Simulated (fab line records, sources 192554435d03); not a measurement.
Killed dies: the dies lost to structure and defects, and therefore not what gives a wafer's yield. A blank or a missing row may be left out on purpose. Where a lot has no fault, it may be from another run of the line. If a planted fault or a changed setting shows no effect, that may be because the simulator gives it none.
Lot-split experiment + flow n5-finfet + route with 1938 steps; 7 lots, 21 wafers read

== ABOUT THE SPLIT ==
At N5_FIN_SAQP_ALD_61 (deposits SiO2, target thk 4 nm, pulse time 1 s, purge time 2 s), the setting ald-cycles was moved away from the recipe's 43 on 8 of the 21 wafers read, by -9.3% to +11.6%. For the rest of the wafers, this setting stayed at what the recipe calls for.

The reading comes from the split's own step.

== THE READING ==
SiO2_of_FIN_SAQP_ALD_61.thk-nm (the simulator's own value, which no gauge read), in nm, at N5_FIN_SAQP_ALD_61 (deposits SiO2, target thk 4 nm, pulse time 1 s, purge time 2 s). There is no usual value for it anywhere in the file. Average 4.003 nm, standard deviation 0.014 nm, over the 13 wafers here run with the recipe.

| wafer  | tool, chamber at the split | ald-cycles as run | against the recipe | SiO2_of_FIN_SAQP_ALD_61.thk-nm, nm | against lot-mates on the recipe |
|--------|----------------------------|-------------------|--------------------|------------------------------------|---------------------------------|
| L074.1 | ald-sin-01, 2              | 43                | recipe             | 4.002                              | -                               |
| L074.5 | ald-sin-01, 3              | 43                | recipe             | 4                                  | -                               |
| L074.6 | ald-sin-01, 2              | 39                | -9.3%              | 3.628                              | -0.373                          |
| L077.1 | ald-sin-03, 2              | 41                | -4.7%              | 3.808                              | no lot-mate on the recipe       |
| L077.2 | ald-sin-03, 3              | 41                | -4.7%              | 3.813                              | no lot-mate on the recipe       |
| L077.3 | ald-sin-03, 1              | 41                | -4.7%              | 3.793                              | no lot-mate on the recipe       |
| L082.1 | ald-sin-04, 3              | 43                | recipe             | 4.015                              | -                               |
| L082.4 | ald-sin-04, 2              | 43                | recipe             | 4.022                              | -                               |
| L082.5 | ald-sin-04, 3              | 43                | recipe             | 4.01                               | -                               |
| L083.3 | ald-sin-03, 0              | 43                | recipe             | 3.999                              | -                               |
| L083.4 | ald-sin-03, 3              | 48                | +11.6%             | 4.437                              | +0.454                          |
| L083.6 | ald-sin-03, 3              | 43                | recipe             | 3.968                              | -                               |
| L091.1 | ald-sin-01, 3              | 43                | recipe             | 4.003                              | -                               |
| L091.2 | ald-sin-01, 2              | 45                | +4.7%              | 4.191                              | +0.188                          |
| L091.4 | ald-sin-01, 1              | 45                | +4.7%              | 4.171                              | +0.168                          |
| L092.2 | ald-sin-03, 2              | 43                | recipe             | 3.998                              | -                               |
| L092.5 | ald-sin-03, 1              | 43                | recipe             | 3.997                              | -                               |
| L092.6 | ald-sin-03, 0              | 43                | recipe             | 4.021                              | -                               |
| L094.1 | ald-sin-04, 0              | 39                | -9.3%              | 3.646                              | -0.354                          |
| L094.3 | ald-sin-04, 2              | 43                | recipe             | 3.991                              | -                               |
| L094.5 | ald-sin-04, 2              | 43                | recipe             | 4.01                               | -                               |

THE FIT
A straight line over all 21 wafers: SiO2_of_FIN_SAQP_ALD_61.thk-nm changes by +0.039 nm for each +1% of ald-cycles; r = +1.00; the points scatter about the line by 0.014 nm.
The same after taking each lot's own level away (the mean of its wafers on the recipe; 18 wafers): +0.039 nm for each +1%; r = +1.00; scatter 0.0097 nm.
That fit puts the effect of the largest move of ald-cycles on the reading at 0.45 nm.
From 3.9835 to 4.0157 nm: that is the span of the lots' own levels, equal to 2.4 times the standard deviation above.
The two slopes are in agreement: the lot-to-lot level therefore moves the slope only a little.
Check: with one of the wafers moved furthest among these (+11.6%) left out of the fit, the line predicts +0.452 nm for it against its lot-mates. Against them it came out at +0.454 nm.

== OTHER SPLITS APPLIED TO THESE WAFERS ==
Before the reading, these wafers also passed through other splits. Each is held against what the fit with the lots' levels taken away leaves over:
| other split on the same wafers  | wafers away from the commonest value | r with SiO2_of_FIN_SAQP_ALD_61.thk-nm (lot level and that fit taken away) |
|---------------------------------|--------------------------------------|---------------------------------------------------------------------------|
| N5_ZERO_LAYER_EXPOSE_08 dose-mj | 6                                    | +0.04                                                                     |
| N5_ZERO_LAYER_ETCH_18 bias-w    | 5                                    | +0.28                                                                     |

== FILE'S OWN FIT ==
SiO2_of_FIN_SAQP_ALD_61.thk-nm changes by +0.039 nm for each +1% of ald-cycles, r = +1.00.
